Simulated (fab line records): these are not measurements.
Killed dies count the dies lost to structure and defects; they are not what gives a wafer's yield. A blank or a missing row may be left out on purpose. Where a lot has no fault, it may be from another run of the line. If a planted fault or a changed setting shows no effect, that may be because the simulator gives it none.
fab line records	flow n5-finfet
record lots=7	wafers=20	last-day=19
route steps=1938 shown FIN_SAQP@103 BEOL_M4@1111 PASSIVATION@1936
lots untouched by any fault: they come from a run of this same line in which no faults occurred
start-h: hours from the record's opening day to when the first of the lot's shown wafers began	wait-h: time in hours since the lot's previous step	" the same as in the row above	L1.1+2: a row that stands for several wafers	- no value present, or no start provided	* or withheld: withheld	< > ~ a bound
route shown NAME@n: names a module that has steps shown in the file, with the first one's number in the route	usual: mean and standard deviation over wafers with no fault	same: alike in all rows	chamber/n: place in a boat	sites: readings site by site	_std_site: the values' standard deviation	_edge_site: the outer-site mean with the inner-site mean subtracted	radius-mm: how far each site lies from the wafer's centre	mask NAME#n: copy n	behind: the tool/chamber that last shaped the wafer	hold: reason for holding the lot/hours on hold/outcome of the hold	device: transistor that didn't switch, given as n, p or np	end of line: the same wafers' tests at the end of the route	a step without rows: its recipe alone	killed: the dies lost at the first sort to structure and to defects; this is not the yield of the wafer	map: per-die view of a wafer (x killed, . not killed, _ where there is no die)
set.NAME: the setting that was run; set.NAME@STEP: the one run at that earlier step	model.NAME: the simulator's own value behind a step, which no gauge read
lots at some steps of the route; a table a step, a row a wafer
services: when a tool's chamber went out of use (start-h, in hours from the record's first day, below 0 if earlier), for how many hours, and the reason
## steps
# step N5_FIN_SAQP_COAT_49
# recipe resist=SOC	temp-c=250	time-s=60	spin-rpm=1500	resist-thk-nm=100
# step N5_FIN_SAQP_COAT_50
# recipe resist=SiARC	temp-c=220	time-s=60	spin-rpm=1500	resist-thk-nm=35
# step N5_FIN_SAQP_COAT_10
# recipe resist=CAR-ArF	spin-rpm=1500	resist-thk-nm=90
# step N5_FIN_SAQP_EBR_12
# recipe solvent=PGMEA	ebr-width-mm=1.5
# step N5_FIN_SAQP_SOFTBAKE_11
# recipe temp-c=110	time-s=60	resist=CAR-ArF
# step N5_FIN_SAQP_EXPOSE_13
# recipe mask-id=FIN_CORE	na=1.35	source-shape=dipole	sigma-inner=0.538	sigma-outer=0.738	polarization=te	target-cd-nm=35.6	dose-mj=63.25
# step N5_FIN_SAQP_PEB_14
# recipe peb-temp-c=withheld	peb-time-s=60	resist=CAR-ArF
# step N5_FIN_SAQP_DEVELOP_15
# recipe develop-time-s=30	developer=TMAH	resist=CAR-ArF	dev-temp-c=23	rinse-liquid=diw	dry=air-spin
# step N5_FIN_SAQP_CD_MEAS_16
# recipe target-cd-nm=35.6	landing-energy-ev=500	detector=se-inlens
# usual cd-nm=35.6/0.3
lot.wafer	tool	chamber	start-h	wait-h	cd-nm
L583.2	cd-sem-02	0	27.21	-	35.3
L583.3	"	0	"	"	35.6
L583.4	"	0	"	"	35.3
L584.2	cd-sem-01	0	34.62	-	35.6
L584.5	"	0	"	"	35.4
L584.6	"	0	"	"	35.5
L593.2	cd-sem-03	0	89.10	-	35.9
L593.3	"	0	"	"	35.2
L594.1	cd-sem-01	0	95.62	-	35.9
L594.2	"	0	"	"	35.7
L594.6	"	0	"	"	35.6
L595.1	cd-sem-03	0	100.17	-	35.6
L595.3	"	0	"	"	35.1
L595.5	"	0	"	"	35.3
L602.1	cd-sem-01	0	142.19	-	34.9
L602.4	"	0	"	"	35.0
L602.5	"	0	"	"	35.1
L603.1	cd-sem-02	0	148.06	-	36.0
L603.3	"	0	"	"	35.9
L603.4	"	0	"	"	36.2
# step N5_FIN_SAQP_OVL_MEAS_17
# recipe points-per-wafer=44
# usual FIN_CORE_OVL=0.5/0.75
lot.wafer	tool	chamber	start-h	wait-h	FIN_CORE_OVL[nm]
L583.2	overlay-01	0	27.25	0.0	-0.2
L583.3	"	0	"	"	0.6
L583.4	"	0	"	"	0.5
L584.2	overlay-02	0	34.69	0.1	0.7
L584.5	"	0	"	"	0.5
L584.6	"	0	"	"	0.6
L593.2	overlay-01	0	89.14	0.0	-0.1
L593.3	"	0	"	"	1.0
L594.1	overlay-02	0	95.66	0.0	0.5
L594.2	"	0	"	"	-0.1
L594.6	"	0	"	"	1.2
L595.1	overlay-01	0	100.21	0.0	0.9
L595.3	"	0	"	"	0.9
L595.5	"	0	"	"	1.2
L602.1	overlay-02	0	142.23	0.0	1.3
L602.4	"	0	"	"	0.7
L602.5	"	0	"	"	1.2
L603.1	overlay-02	0	148.10	0.0	-0.1
L603.3	"	0	"	"	0.4
L603.4	"	0	"	"	0.2
# step N5_FIN_SAQP_INSPECT_18
# recipe mode=adi	inspect-instrument=brightfield
# usual raw-defect-count=368/86
lot.wafer	tool	chamber	start-h	wait-h	raw-defect-count
L583.2	defect-inspect-02	-	27.27	0.0	407
L583.3	"	-	"	"	370
L583.4	"	-	"	"	334
L584.2	defect-inspect-02	-	34.73	0.0	307
L584.5	"	-	"	"	364
L584.6	"	-	"	"	383
L593.2	defect-inspect-02	-	89.16	0.0	330
L593.3	"	-	"	"	308
L594.1	defect-inspect-01	-	95.68	0.0	456
L594.2	"	-	"	"	276
L594.6	"	-	"	"	468
L595.1	defect-inspect-01	-	100.23	0.0	346
L595.3	"	-	"	"	418
L595.5	"	-	"	"	465
L602.1	defect-inspect-01	-	142.26	0.0	493
L602.4	"	-	"	"	409
L602.5	"	-	"	"	269
L603.1	defect-inspect-02	-	148.12	0.0	390
L603.3	"	-	"	"	570
L603.4	"	-	"	"	296
# step N5_FIN_SAQP_DESCUM_21
# recipe chemistry=O2	time-s=7.9	source-power-w=50	bias-power-w=20	pressure-mtorr=20	rf-frequency-hz=2.712e+07	temp-c=40	resist=CAR-ArF	o2-flow-sccm=225
# usual drypump-motor-current-A=5.7/0.54	oes-product-au=0.77/0.08	rf-vpp-V=243.3/1.4	showerhead-plenum-p-Torr=2.10/0.076	temp-c=39.98/0.12	throttle-valve-pct=20.47/0.24
lot.wafer	tool	chamber	start-h	wait-h	drypump-motor-current-A	oes-product-au	rf-hours-counter-h	rf-vpp-V	showerhead-plenum-p-Torr	temp-c	throttle-valve-pct
L583.2	rie-diel-01	0	27.45	0.2	6.0	0.70	228	241.8	2.06	40.13	20.58
L583.3	"	1	"	"	6.5	0.70	206	242.8	2.08	40.04	20.40
L583.4	"	1	"	"	6.5	0.70	-	242.0	2.08	40.10	20.41
L584.2	rie-diel-04	1	34.76	0.0	6.2	0.84	60	244.5	2.13	40.09	20.74
L584.5	"	1	"	"	6.2	0.85	-	245.4	2.13	40.03	20.74
L584.6	"	2	"	"	5.3	0.73	-	240.1	2.00	40.11	20.64
L593.2	rie-diel-04	1	89.20	0.0	6.2	0.81	81	243.3	2.12	40.19	20.76
L593.3	"	3	"	"	6.0	0.73	184	244.8	2.18	40.07	20.26
L594.1	rie-diel-04	2	95.71	0.0	5.3	0.71	193	241.9	1.99	39.66	20.68
L594.2	"	3	"	"	6.0	0.73	186	243.7	2.17	40.03	20.26
L594.6	"	1	"	"	6.2	0.82	-	243.1	2.12	39.89	20.78
L595.1	rie-diel-04	0	100.26	0.0	5.8	0.72	186	242.5	1.99	39.77	20.60
L595.3	"	2	"	"	5.3	0.70	194	241.8	1.99	39.97	20.69
L595.5	"	3	"	"	6.0	0.72	-	244.3	2.17	39.91	20.28
L602.1	rie-diel-01	0	142.31	0.0	6.0	0.91	11	244.8	2.05	40.14	20.20
L602.4	"	0	"	"	6.0	0.92	-	243.9	2.05	40.12	20.24
L602.5	"	3	"	"	5.7	0.73	-	243.3	2.08	39.96	20.56
L603.1	rie-diel-03	0	148.16	0.0	5.2	0.73	170	244.0	2.07	40.19	19.97
L603.3	"	2	"	"	6.5	0.70	220	245.7	2.16	40.20	20.61
L603.4	"	3	"	"	6.3	0.75	172	242.4	2.09	40.06	20.23
# step N5_FIN_SAQP_ETCH_51
# recipe chemistry=CF4	target=SiARC	target-depth-a=455	mask-material=CAR-ArF	time-s=75.8	ion-energy-ev=80	pressure-mtorr=40	source-w=545	bias-w=36	Ar_flow_sccm=100	cf4-flow-sccm=100	ends=cleared
# usual cf4-flow-sccm=100.00/0.28	drypump-motor-current-A=5.7/0.54	etch-rf-on-time-s=76.0/1.4	oes-product-au=0.66/0.07	rf-vpp-V=184.2/1.3	showerhead-plenum-p-Torr=2.15/0.073	throttle-valve-pct=15.66/0.19
lot.wafer	tool	chamber	start-h	wait-h	cf4-flow-sccm	drypump-motor-current-A	etch-rf-on-time-s	oes-product-au	rf-hours-counter-h	rf-vpp-V	showerhead-plenum-p-Torr	throttle-valve-pct
L583.2	rie-diel-01	0	27.49	0.0	100.14	6.0	76.6	0.59	228	183.8	2.11	15.79
L583.3	"	1	"	"	100.47	6.5	76.8	0.60	206	183.6	2.13	15.65
L583.4	"	1	"	"	100.34	6.5	76.5	0.60	-	184.4	2.13	15.64
L584.2	rie-diel-04	1	34.79	0.0	99.96	6.2	75.2	0.72	60	183.5	2.18	15.82
L584.5	"	1	"	"	100.06	6.2	74.6	0.72	-	183.4	2.18	15.82
L584.6	"	2	"	"	100.44	5.3	77.9	0.61	-	184.3	2.05	15.83
L593.2	rie-diel-04	1	89.23	0.0	100.11	6.2	52.7	0.87	81	184.1	2.17	15.88
L593.3	"	3	"	"	100.35	6.0	53.6	0.77	184	185.5	2.22	15.51
L594.1	rie-diel-04	2	95.75	0.0	100.05	5.3	78.6	0.59	193	182.0	2.05	15.86
L594.2	"	3	"	"	100.13	6.0	53.4	0.77	186	184.8	2.22	15.51
L594.6	"	1	"	"	99.97	6.2	75.1	0.70	-	183.7	2.17	15.87
L595.1	rie-diel-04	0	100.30	0.0	100.06	5.8	76.6	0.61	186	183.6	2.05	15.79
L595.3	"	2	"	"	99.97	5.3	55.5	0.73	194	180.5	2.05	15.88
L595.5	"	3	"	"	99.88	6.0	76.8	0.62	-	184.9	2.22	15.51
L602.1	rie-diel-01	0	142.34	0.0	99.88	6.0	75.7	0.78	12	183.9	2.10	15.36
L602.4	"	0	"	"	99.60	6.0	75.2	0.78	-	184.7	2.10	15.35
L602.5	"	3	"	"	99.60	5.8	75.5	0.62	-	183.5	2.13	15.79
L603.1	rie-diel-03	0	148.19	0.0	99.89	5.2	76.9	0.63	170	185.3	2.14	15.34
L603.3	"	2	"	"	100.27	6.5	75.9	0.60	220	185.1	2.20	15.77
L603.4	"	3	"	"	100.17	6.3	76.3	0.64	172	185.5	2.13	15.45
# step N5_FIN_SAQP_ETCH_52
# recipe chemistry=N2/H2	target=SOC	target-depth-a=1000	overetch-a=200	mask-material=SiARC	temp-c=40	time-s=150	ion-energy-ev=200	pressure-mtorr=30	source-w=840	bias-w=150	n2-flow-sccm=200	h2-flow-sccm=200	ends=end-point
# usual drypump-motor-current-A=5.8/0.54	oes-product-au=0.69/0.067	rf-vpp-V=524.2/2.6	showerhead-plenum-p-Torr=2.55/0.089	temp-c=40.01/0.12	throttle-valve-pct=17.87/0.22
lot.wafer	tool	chamber	start-h	wait-h	drypump-motor-current-A	oes-product-au	rf-hours-counter-h	rf-vpp-V	showerhead-plenum-p-Torr	temp-c	throttle-valve-pct
L583.2	rie-diel-01	0	27.54	0.0	6.0	0.63	228	523.0	2.51	40.05	18.10
L583.3	"	1	"	"	6.5	0.63	206	523.2	2.51	39.85	17.70
L583.4	"	1	"	"	6.5	0.64	-	523.0	2.51	39.91	17.71
L584.2	rie-diel-04	1	34.85	0.0	6.2	0.76	60	523.3	2.58	39.96	18.08
L584.5	"	1	"	"	6.2	0.76	-	524.7	2.58	39.97	18.06
L584.6	"	2	"	"	5.3	0.66	-	520.7	2.44	40.03	18.02
L593.2	rie-diel-04	1	89.29	0.0	6.2	0.73	81	523.2	2.57	39.93	18.11
L593.3	"	3	"	"	6.0	0.66	184	527.1	2.63	40.00	17.72
L594.1	rie-diel-04	2	95.80	0.0	5.3	0.64	193	520.4	2.42	40.05	18.07
L594.2	"	3	"	"	6.0	0.66	186	527.1	2.63	39.82	17.73
L594.6	"	1	"	"	6.2	0.72	-	524.3	2.57	39.91	18.10
L595.1	rie-diel-04	0	100.36	0.0	5.8	0.65	186	521.4	2.43	39.93	18.07
L595.3	"	2	"	"	5.3	0.64	194	518.4	2.42	40.10	18.07
L595.5	"	3	"	"	6.0	0.65	-	525.6	2.63	40.07	17.71
L602.1	rie-diel-01	0	142.40	0.0	6.0	0.82	12	522.5	2.50	40.06	17.72
L602.4	"	0	"	"	6.1	0.82	-	522.6	2.50	39.97	17.71
L602.5	"	3	"	"	5.8	0.64	-	523.1	2.53	40.10	17.95
L603.1	rie-diel-03	0	148.25	0.0	5.2	0.66	170	524.3	2.54	39.98	17.48
L603.3	"	2	"	"	6.5	0.63	220	526.5	2.62	39.95	17.97
L603.4	"	3	"	"	6.3	0.66	172	523.7	2.54	39.94	17.63
# step N5_BEOL_M4_RC_MEAS_101
# usual DIBL_N=36.6/1.1	DIBL_P=36.7/1.5	IOFF_N=0.155/0.019	IOFF_P=0.208/0.025	ION_N=673/8.5	ION_P=462/5.9	SS_N=71.6/0.58	SS_P=73.5/0.51	VT_N=250.7/2.4	VT_P=-251/3
lot.wafer	tool	chamber	start-h	wait-h	DIBL_N[mV/V]	DIBL_P[mV/V]	IOFF_N[nA/um]	IOFF_P[nA/um]	ION_N[uA/um]	ION_P[uA/um]	SS_N[mV/dec]	SS_P[mV/dec]	VT_N[mV]	VT_P[mV]
L583.2	prober-01	0	208.16	0.2	38.1	39.7	0.200	0.236	689	468	73.0	74.0	247.6	-252
L583.3	"	0	"	"	36.2	37.5	0.162	0.204	665	457	72.4	73.7	250.1	-251
L583.4	"	0	"	"	35.3	36.5	0.144	0.179	667	460	72.2	72.9	249.8	-254
L584.2	prober-02	0	238.30	0.2	35.6	34.3	0.152	0.203	679	467	71.0	72.9	250.1	-249
L584.5	"	0	"	"	35.3	33.5	0.147	0.187	677	461	70.6	72.5	248.5	-251
L584.6	"	0	"	"	34.0	32.3	0.134	0.174	675	462	70.3	72.3	251.7	-252
L593.2	prober-02	0	287.17	0.2	37.0	34.2	0.137	0.187	671	457	71.1	72.9	251.6	-252
L593.3	"	0	"	"	39.3	36.8	0.178	0.219	679	458	72.2	72.7	248.1	-251
L595.1	prober-02	0	306.66	0.0	34.8	34.9	0.145	0.209	676	468	71.6	72.8	249.8	-250
L595.3	"	0	"	"	35.7	36.0	0.158	0.227	675	472	72.1	72.8	249.3	-249
L595.5	"	0	"	"	36.3	36.2	0.171	0.227	664	458	71.3	73.5	248.0	-247
L594.1	prober-01	0	313.24	0.0	36.7	36.0	0.140	0.198	668	464	72.0	73.2	253.3	-254
L594.2	"	0	"	"	37.6	37.6	0.154	0.222	666	458	71.7	73.8	251.4	-251
L594.6	"	0	"	"	36.3	36.6	0.139	0.204	672	469	72.1	74.2	253.7	-253
L602.1	prober-01	0	347.47	0.0	36.1	36.9	0.139	0.214	662	459	71.3	73.8	252.5	-247
L602.4	"	0	"	"	36.4	37.1	0.151	0.218	670	459	71.2	73.6	251.3	-249
L602.5	"	0	"	"	35.3	35.8	0.137	0.198	673	459	71.2	72.5	250.1	-248
L603.1	prober-01	0	362.52	0.0	38.1	38.4	0.175	0.242	679	469	72.2	73.8	251.6	-250
L603.3	"	0	"	"	38.3	38.0	0.182	0.255	688	470	71.6	74.1	247.4	-248
L603.4	"	0	"	"	37.1	37.0	0.161	0.223	684	471	72.1	73.3	249.7	-250
# step N5_PASSIVATION_PROBE_49
# usual defect-limited-yield=91.2/1.4	killed_at_M0_to_M3=36/11	killed_at_M4_up=14/5.6	killed-at-contacts=12/5.9	killed-at-front-end=38/13	killed-at-other=3.5/2.7	killed-dies=104/17	killed-open=68/12	killed-short=34/8.2	sort_bin_5_function=5.1/0.95	sort_bin_6_memory=3.3/0.7	sort-n-pass=1076/17	sort-yield-pct=91.2/1.4
# same gross-dies=1180	killed-at-back-side=0	sort_bin_4_leakage[%]=0	sort_bin_8_speed[%]=0
lot.wafer	tool	chamber	start-h	wait-h	defect-limited-yield[%]	killed_at_M0_to_M3	killed_at_M4_up	killed-at-contacts	killed-at-front-end	killed-at-other	killed-dies	killed-open	killed-short	sort_bin_5_function[%]	sort_bin_6_memory[%]	sort-n-pass	sort-yield-pct[%]
L583.2	prober-02	-	314.68	0.1	90.6	30	10	12	53	6	111	67	43	6.2	3.1	1069	90.6
L583.3	prober-02	-	314.73	0.1	89.7	30	13	22	51	5	121	74	44	6.1	3.9	1059	89.7
L583.4	prober-02	-	314.78	0.2	87.5	37	12	14	83	2	148	108	39	7.1	5.2	1032	87.5
L584.2	prober-02	-	343.96	0.1	92.6	38	12	16	17	4	87	68	18	4.8	2.5	1093	92.6
L584.5	prober-02	-	344.11	0.2	93.2	18	10	15	33	4	80	52	28	4.2	2.4	1100	93.2
L584.6	prober-02	-	344.16	0.3	93.0	38	5	7	27	6	83	56	27	3.6	3.1	1097	93.0
L593.2	prober-01	-	410.91	0.1	90.5	29	19	7	51	6	112	68	41	5.9	3.1	1068	90.5
L593.3	prober-01	-	410.96	0.1	93.4	20	12	13	29	4	78	55	22	2.8	3.4	1102	93.4
L595.1	prober-01	-	414.56	0.0	93.3	31	12	17	17	2	79	53	21	4.2	2.4	1101	93.3
L595.3	prober-01	-	414.66	0.1	90.3	40	12	20	40	3	115	70	42	6.0	3.7	1065	90.3
L595.5	prober-01	-	414.76	0.2	93.9	17	14	5	35	1	72	47	25	4.0	1.9	1108	93.9
L594.1	prober-01	-	431.95	0.0	91.6	28	15	13	37	6	99	65	31	5.1	2.9	1081	91.6
L594.2	prober-01	-	432.00	0.1	91.6	30	10	18	39	2	99	75	23	4.8	3.2	1081	91.6
L594.6	prober-01	-	432.20	0.3	92.0	37	17	8	29	3	94	63	28	4.2	3.6	1086	92.0
L602.1	prober-01	-	453.06	0.0	92.5	27	9	19	32	2	89	57	32	4.5	2.8	1091	92.5
L602.4	prober-01	-	453.21	0.2	92.1	29	13	16	32	3	93	66	26	4.7	3.1	1087	92.1
L602.5	prober-01	-	453.26	0.2	92.3	30	12	23	24	2	91	71	18	4.1	3.4	1089	92.3
# killed by level:class
L583.2 FIN_SAQP:geometric-particle:short=15 FIN_SAQP:geometric-particle:open=14 MOL_CONTACT_COAG:geometric-particle:open=11 STI_FIN_REVEAL:geometric-particle:open=9 DUMMY_GATE:geometric-particle:open=7 BEOL_M0:geometric-particle:short=5 BEOL_M3:geometric-particle:open=5 BEOL_M4:geometric-particle:open=5
L583.3 MOL_CONTACT_COAG:geometric-particle:open=17 FIN_SAQP:geometric-particle:short=13 BEOL_M3:geometric-particle:open=11 STI_FIN_REVEAL:geometric-particle:open=7 BEOL_M2:geometric-particle:open=7 FIN_SAQP:geometric-particle:open=6 STARTING-WAFER:geometric-particle:short=6 GATE_CUT:geometric-particle:open=5
L583.4 STI_FIN_REVEAL:geometric-particle:open=25 FIN_SAQP:geometric-particle:open=19 BEOL_M3:geometric-particle:open=16 FIN_SAQP:geometric-particle:short=13 MOL_CONTACT_COAG:geometric-particle:open=8 STARTING-WAFER:geometric-particle:open=7 DUMMY_GATE:geometric-particle:open=6 MOL_CONTACT_COAG:geometric-particle:short=6
L584.2 MOL_CONTACT_COAG:geometric-particle:open=14 BEOL_M3:geometric-particle:open=10 BEOL_M2:geometric-particle:open=9 BEOL_M0_SAQP:geometric-particle:open=8 STARTING-WAFER:geometric-particle:short=5 BEOL_M0:geometric-particle:open=4 BEOL_M5:geometric-particle:open=4 STI_FIN_REVEAL:geometric-particle:open=3
L584.5 MOL_CONTACT_COAG:geometric-particle:open=11 STI_FIN_REVEAL:geometric-particle:open=10 FIN_SAQP:geometric-particle:open=5 BEOL_M4:geometric-particle:open=5 FIN_SAQP:geometric-particle:short=4 GATE_CUT:geometric-particle:short=4 MOL_CONTACT_COAG:geometric-particle:short=4 BEOL_M3:geometric-particle:open=4
L584.6 STI_FIN_REVEAL:geometric-particle:open=10 BEOL_M0_SAQP:geometric-particle:short=9 BEOL_M2:geometric-particle:open=8 MOL_CONTACT_COAG:geometric-particle:open=7 BEOL_M1:geometric-particle:open=6 BEOL_M0_SAQP:geometric-particle:open=5 BEOL_M3:geometric-particle:open=5 STARTING-WAFER:geometric-particle:open=4
L593.2 BEOL_M0_SAQP:geometric-particle:short=12 FIN_SAQP:geometric-particle:open=8 GATE_CUT:geometric-particle:open=7 MOL_CONTACT_COAG:geometric-particle:open=7 BEOL_M4:geometric-particle:open=6 STI_FIN_REVEAL:geometric-particle:open=5 STARTING-WAFER:geometric-particle:open=5 FIN_SAQP:geometric-particle:short=4
L593.3 MOL_CONTACT_COAG:geometric-particle:open=11 FIN_SAQP:geometric-particle:open=8 BEOL_M4:geometric-particle:open=7 BEOL_M2:geometric-particle:open=5 GATE_CUT:geometric-particle:short=4 BEOL_M0_SAQP:geometric-particle:open=4 FIN_SAQP:geometric-particle:short=3 STI_FIN_REVEAL:geometric-particle:open=3
L595.1 MOL_CONTACT_COAG:geometric-particle:open=14 BEOL_M3:geometric-particle:open=11 BEOL_M2:geometric-particle:open=6 BEOL_M4:geometric-particle:open=6 BEOL_M0_SAQP:geometric-particle:open=4 FIN_SAQP:geometric-particle:short=3 FIN_SAQP:geometric-particle:open=3 SDB:geometric-particle:short=2
L595.3 MOL_CONTACT_COAG:geometric-particle:open=13 BEOL_M0_SAQP:geometric-particle:open=12 STI_FIN_REVEAL:geometric-particle:open=10 BEOL_M0_SAQP:geometric-particle:short=10 GATE_CUT:geometric-particle:short=8 BEOL_M3:geometric-particle:open=8 MOL_CONTACT_COAG:geometric-particle:short=6 BEOL_M4:geometric-particle:short=6
L595.5 FIN_SAQP:geometric-particle:short=11 STI_FIN_REVEAL:geometric-particle:open=7 BEOL_M4:geometric-particle:open=7 MOL_CONTACT_COAG:geometric-particle:open=5 BEOL_M3:geometric-particle:open=5 BEOL_M0_SAQP:geometric-particle:open=4 STARTING-WAFER:geometric-particle:open=4 FIN_SAQP:geometric-particle:open=3
L594.1 MOL_CONTACT_COAG:geometric-particle:open=11 BEOL_M0_SAQP:geometric-particle:open=10 STI_FIN_REVEAL:geometric-particle:open=7 FIN_SAQP:geometric-particle:short=4 BEOL_M3:geometric-particle:open=4 STI_FIN_REVEAL:geometric-particle:short=4 DUMMY_GATE:geometric-particle:open=4 GATE_CUT:geometric-particle:short=4
L594.2 STI_FIN_REVEAL:geometric-particle:open=14 MOL_CONTACT_COAG:geometric-particle:open=14 BEOL_M3:geometric-particle:open=9 FIN_SAQP:geometric-particle:open=6 BEOL_M4:geometric-particle:open=6 BEOL_M0_SAQP:geometric-particle:open=5 BEOL_M2:geometric-particle:open=5 STARTING-WAFER:geometric-particle:short=5
L594.6 BEOL_M0_SAQP:geometric-particle:short=14 BEOL_M0_SAQP:geometric-particle:open=10 STI_FIN_REVEAL:geometric-particle:open=9 MOL_CONTACT_COAG:geometric-particle:open=8 FIN_SAQP:geometric-particle:open=6 BEOL_M3:geometric-particle:open=5 BEOL_M4:geometric-particle:open=5 STARTING-WAFER:geometric-particle:open=5
L602.1 MOL_CONTACT_COAG:geometric-particle:open=15 FIN_SAQP:geometric-particle:short=8 BEOL_M2:geometric-particle:open=6 STI_FIN_REVEAL:geometric-particle:open=5 BEOL_M0_SAQP:geometric-particle:open=5 BEOL_M3:geometric-particle:open=5 DUMMY_GATE:geometric-particle:open=4 MOL_CONTACT_COAG:geometric-particle:short=4
L602.4 MOL_CONTACT_COAG:geometric-particle:open=13 BEOL_M4:geometric-particle:open=9 BEOL_M0:geometric-particle:open=6 BEOL_M1:geometric-particle:open=6 DUMMY_GATE:geometric-particle:open=5 BEOL_M2:geometric-particle:open=5 STARTING-WAFER:geometric-particle:open=5 FIN_SAQP:geometric-particle:open=4
L602.5 MOL_CONTACT_COAG:geometric-particle:open=17 BEOL_M3:geometric-particle:open=13 BEOL_M2:geometric-particle:open=9 STI_FIN_REVEAL:geometric-particle:open=6 BEOL_M4:geometric-particle:open=5 FIN_SAQP:geometric-particle:short=4 MOL_CONTACT_COAG:geometric-particle:short=4 STI_FIN_REVEAL:geometric-particle:short=3
## services
tool	chamber	start-h	hours	kind
rie-diel-04	3	4.78	2.6	repair
rie-diel-03	0	18.27	16.0	repair
rie-diel-03	3	23.58	19.5	repair
rie-diel-01	3	26.23	9.7	repair
rie-diel-04	0	59.40	5.4	repair
rie-diel-01	0	86.31	-	clean
rie-diel-01	0	86.31	-	consumable-replace:focus-ring
rie-diel-01	0	86.31	26.0	scheduled-down
rie-diel-01	0	86.31	26.0	vent-cycle
rie-diel-03	3	94.86	2.8	repair
rie-diel-04	-	116.95	2.8	pm
rie-diel-03	-	119.03	14.6	pm
rie-diel-01	1	135.93	-	clean
rie-diel-01	1	135.93	-	consumable-replace:focus-ring
rie-diel-01	1	135.93	17.1	scheduled-down
rie-diel-01	1	135.93	17.1	vent-cycle
## key
first-sign step=N5_FIN_SAQP_ETCH_51	reading=etch-rf-on-time-s	direction=down	sigmas=16	usual=*	struck=*
effect step=N5_FIN_SAQP_ETCH_51	reading=oes-product-au	direction=up	sigmas=1.8	usual=0.66	struck=0.79
met-at N5_FIN_SAQP_ETCH_51
struck-wafers L593.2,L593.3,L594.2,L595.3
onset-between 34.79 89.23
fault kind=process-parameter-drift	tool=rie-diel-04	chamber=-	onset-h=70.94	steps=N5_FIN_SAQP_ETCH_51	channel=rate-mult	offset=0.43	shape=step	end-h=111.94	scope=struck-wafers-only
